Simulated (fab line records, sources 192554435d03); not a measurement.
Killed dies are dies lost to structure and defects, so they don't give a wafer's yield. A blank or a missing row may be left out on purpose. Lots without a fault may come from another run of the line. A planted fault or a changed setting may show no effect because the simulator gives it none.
Which tool did it? | flow n5_finfet | 10 lots, 30 wafers sampled, at 5 steps of a route of 1938

WHAT THE GAUGES READ, wafer by wafer
N5_STI_FIN_REVEAL_CD_MEAS_22: target cd 6.238 nm, pitch 28 nm.
lot  | measured    | on        | cd_nm (nm)
L658 | day 2 19:44 | cd_sem-03 | 6.01 6.28 5.59
L659 | day 3 02:10 | cd_sem-03 | 5.78 6.04 6.33
L662 | day 3 22:24 | cd_sem-03 | 6.26 6.33 6.29
L664 | day 4 05:43 | cd_sem-01 | 6.29 6.18 6.75
L666 | day 4 18:49 | cd_sem-01 | 5.77 6.40 6.38
L668 | day 5 09:53 | cd_sem-01 | 6.12 6.01 6.08
L676 | day 7 07:55 | cd_sem-01 | 7.05 7.65 6.74
L677 | day 7 13:44 | cd_sem-01 | 6.95 7.63 7.13
L679 | day 8 02:52 | cd_sem-02 | 6.30 6.34 6.31
L680 | day 8 07:04 | cd_sem-03 | 6.16 5.98 6.28

WHICH TOOL RAN EACH LOT (tool, then ch and the chambers of the sampled wafers, then the start)
lot  | N5_FIN_CUT_CUT_ETCH_26            | N5_STI_FIN_REVEAL_CMP_04     | N5_STI_FIN_REVEAL_DENSIFY_30    | N5_STI_FIN_REVEAL_OXIDATION_31
L658 | rie_diel-03 ch 0,1,3, day 2 09:38 | cmp-03 ch 1,2,3, day 2 15:53 | rtp_anneal-01 ch 0, day 2 16:10 | plasma_asher-01 ch 0,1, day 2 19:13
L659 | rie_diel-02 ch 0,2,3, day 2 16:08 | cmp-04 ch 0,1, day 2 22:22   | rtp_anneal-01 ch 0, day 2 22:43 | plasma_asher-01 ch 0,1, day 3 01:37
L662 | rie_diel-02 ch 1,3, day 3 11:59   | cmp-03 ch 2,3, day 3 18:49   | rtp_anneal-01 ch 0, day 3 19:10 | plasma_asher-02 ch 1, day 3 21:50
L664 | rie_diel-03 ch 0,1,2, day 3 20:40 | cmp-03 ch 1,3, day 4 02:17   | rtp_anneal-02 ch 0, day 4 02:37 | plasma_asher-02 ch 0,1, day 4 05:11
L666 | rie_diel-03 ch 2,3, day 4 09:40   | cmp-02 ch 0,1,3, day 4 15:22 | rtp_anneal-02 ch 0, day 4 15:40 | plasma_asher-01 ch 0,1, day 4 18:18
L668 | rie_diel-02 ch 1,3, day 5 00:42   | cmp-04 ch 0,2,3, day 5 06:24 | rtp_anneal-02 ch 0, day 5 06:46 | plasma_asher-01 ch 0, day 5 09:22
L676 | rie_diel-03 ch 1,2,3, day 6 22:47 | cmp-03 ch 0,2,3, day 7 04:28 | rtp_anneal-01 ch 0, day 7 04:47 | plasma_asher-01 ch 0,1, day 7 07:24
L677 | rie_diel-01 ch 0,1,3, day 7 03:54 | cmp-03 ch 0,1,2, day 7 09:32 | rtp_anneal-01 ch 0, day 7 09:55 | plasma_asher-01 ch 0,1, day 7 13:13
L679 | rie_diel-01 ch 0,2,3, day 7 17:22 | cmp-02 ch 0,1, day 7 23:05   | rtp_anneal-02 ch 0, day 7 23:28 | plasma_asher-01 ch 0,1, day 8 02:17
L680 | rie_diel-03 ch 0,2,3, day 7 21:56 | cmp-04 ch 0,1,2, day 8 03:39 | rtp_anneal-02 ch 0, day 8 03:52 | plasma_asher-02 ch 0,1, day 8 06:32
- N5_FIN_CUT_CUT_ETCH_26: etches SiNx in CH3F/O2, target depth 39 nm, time 55.7 s.
- N5_STI_FIN_REVEAL_CMP_04: polishes, stops on Si3N4, t overpolish 4 s, target thk 131.83 nm.
- N5_STI_FIN_REVEAL_DENSIFY_30
- N5_STI_FIN_REVEAL_OXIDATION_31: chemistry O2 PLASMA REMOTE, time 20 s.

THE ANSWER, worked out from the rows above alone
Rule: what is usual is taken from the lots themselves. Put in order of their means at a reading, lots are off if they are a third of the lots or fewer, leave a main group of 4 or more, and stand apart from it by a gap of 3 or more times the standard deviation of the main group's means; of several such gaps the widest counts. A main group whose means are all the same, to the digits that the tables above print for the reading, isn't used. A lot without any number at a reading at which 4 lots or more have one is off too. The other lots that the step has rows for count as sound.
Off: L676, L677, at N5_STI_FIN_REVEAL_CD_MEAS_22 (cd_nm). The main group: mean 6.18 nm, standard deviation 0.14.
A tool fits if, at a process step before that reading, it ran every lot that is off, and no sound lot after the first of them. The gauges at N5_STI_FIN_REVEAL_CD_MEAS_22 are tried like those tools. Can't be told from this: 3 tools fit, cmp-03 at N5_STI_FIN_REVEAL_CMP_04, rtp_anneal-01 at N5_STI_FIN_REVEAL_DENSIFY_30, cd_sem-01 at N5_STI_FIN_REVEAL_CD_MEAS_22.

WHAT THE SIMULATOR HAD PUT IN
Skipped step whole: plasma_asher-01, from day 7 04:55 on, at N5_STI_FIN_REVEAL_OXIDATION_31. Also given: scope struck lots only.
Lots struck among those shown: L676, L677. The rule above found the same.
